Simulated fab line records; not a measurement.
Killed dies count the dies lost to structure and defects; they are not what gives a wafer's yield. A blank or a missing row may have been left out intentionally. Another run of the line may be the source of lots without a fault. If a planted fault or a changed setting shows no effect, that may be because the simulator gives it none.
A lot that was struck, set against a sound lot :: flow n5 finfet :: 36 steps out of a route of 1938
Sound: the wafers L398.3, L398.5, L398.6. Struck: wafers L390.1, L390.4, L390.5. The cause comes at the end.
Each step with rows lists, per side, the tool, then ch with its chambers, then its first start. Under that, the readings that differ: sound wafers :: struck wafers :: difference of the means :: sigmas: that difference in standard deviations of wafers without a fault.
alike: a reading whose means differ by less than 2 such deviations, as well as words and numbers matching on both sides. not compared: withheld readings; readings where some wafer has no value; bounds like >300 that might hide an equal value; numbers whose values overlap and for which the record gives no deviation.
The two part at a step that has a row with sigmas, a row that says differs or no value, or rows on one side only. When numbers do not overlap yet have no deviation, they are printed without sigmas and do not part them. A reading that every wafer of one side lacks parts them only if that side has two wafers or more.

first, 9 steps without rows for these wafers: N5_BEOL_M4_ANNEAL_95 (time 240 s); N5_BEOL_M4_SPUTTER_96 (material Cu, target thk 4.5 nm, time 8.29 s); N5_BEOL_M4_ECD_50 (material Cu, target thk 300 nm); N5_BEOL_M4_ANNEAL_51 (time 90 s); N5_BEOL_M4_CMP_52 (polishes, stops on SiOC, t overpolish 6.8 s, target thk 40 nm); N5_BEOL_M4_PRE_CLEAN_60 (time 15 s); N5_BEOL_M4_CO_CAP_55 (material Co, precursor CCTBA/H2, target thk 2 nm, time 102.1 s); N5_BEOL_M4_PRE_CLEAN_56 (time 15 s); N5_BEOL_M4_DEP_57 (deposits SiCN from 3MS/NH3, target thk 8 nm, time 14 s).
N5_BEOL_M4_RC_MEAS_101:
  sound on prober-01 ch 0, day 13 06:50; struck on prober-02 ch 0, day 11 00:56
  alike: DIBL_N, DIBL_P, IOFF_N, IOFF_P, ION_N, ION_P, SS_N, SS_P, VT_N, VT_P
then, 24 steps without rows for these wafers: N5_BEOL_M5_ILD_DEP_00 (deposits SiCOH lowk from DEMS/porogen, target thk 140.64 nm, time 25.9 s); N5_BEOL_M5_CURE_79 (cures SiCOH lowk, time 240 s); N5_BEOL_M5_PECVD_70 (deposits SiO2 from TEOS/O2, target thk 16 nm, time 18 s); N5_BEOL_M5_HM_DEP_02 (deposits TiN, target thk 20 nm); N5_BEOL_M5_COAT_59 (time 60 s, resist thk 60 nm); N5_BEOL_M5_COAT_60 (time 60 s, resist thk 12 nm); N5_BEOL_M5_COAT_71 (time 60 s, resist thk 5 nm); N5_BEOL_M5_COAT_05 (resist thk 30 nm); N5_BEOL_M5_EBR_07; N5_BEOL_M5_SOFTBAKE_06 (time 60 s); N5_BEOL_M5_EXPOSE_08 (exposes mask M5, target cd 28 nm); N5_BEOL_M5_PEB_09 (peb time 60 s); N5_BEOL_M5_DEVELOP_10 (develop time 30 s); N5_BEOL_M5_DESCUM_16 (chemistry O2, time 7 s); N5_BEOL_M5_ETCH_72 (etches underlayer in N2/H2, target depth 6.5 nm, time 5.2 s); N5_BEOL_M5_ETCH_61 (etches SiARC in CF4, target depth 15.6 nm, time 26 s); N5_BEOL_M5_ETCH_62 (etches SOC in N2/H2, target depth 75 nm, overetch 15 nm, time 112.5 s); N5_BEOL_M5_STRIP_63 (strips in N2/H2); N5_BEOL_M5_STRIP_73 (strips in N2/H2); N5_BEOL_M5_STRIP_64 (strips in CF4); N5_BEOL_M5_HM_OPEN_17 (chemistry Cl2/BCl3, target TiN, target depth 20 nm, overetch 6 nm); N5_BEOL_M5_STRIP_19 (strips in O2); N5_BEOL_M5_COAT_65 (time 60 s, resist thk 60 nm); N5_BEOL_M5_COAT_66 (time 60 s, resist thk 12 nm).
-- a jump in the record: the struck wafers' starts before and after are 3 days apart (it breaks off in module BEOL_M5 and resumes in module BEOL_M12, where the first step shown is number 1642 of the route) --
N5_BEOL_M12_STRIP_37: strips in N2/H2.
  sound on plasma asher-02 ch 0,1, day 16 04:11; struck on plasma asher-01 ch 1, day 13 18:07
  no value came back on the struck wafers for drypump motor current A (A), h2 flow sccm (sccm), heater power w (W), oes product au (a.u.); on the sound wafers drypump motor current A (A) reads 6.4 6.5 6.4
  not compared: rf hours counter h
N5_PASSIVATION_PROBE_49:
  rows exist in the record for the struck wafers here (prober-02, day 15 09:16), but not for the sound ones

== WHERE THEY PART ==
Earliest at N5_BEOL_M12_STRIP_37; latest, in this record, at N5_PASSIVATION_PROBE_49.

WHY: the cause the simulator had injected
Skipped step whole: plasma asher-01, from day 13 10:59 on, at N5_BEOL_M12_STRIP_37. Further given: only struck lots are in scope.
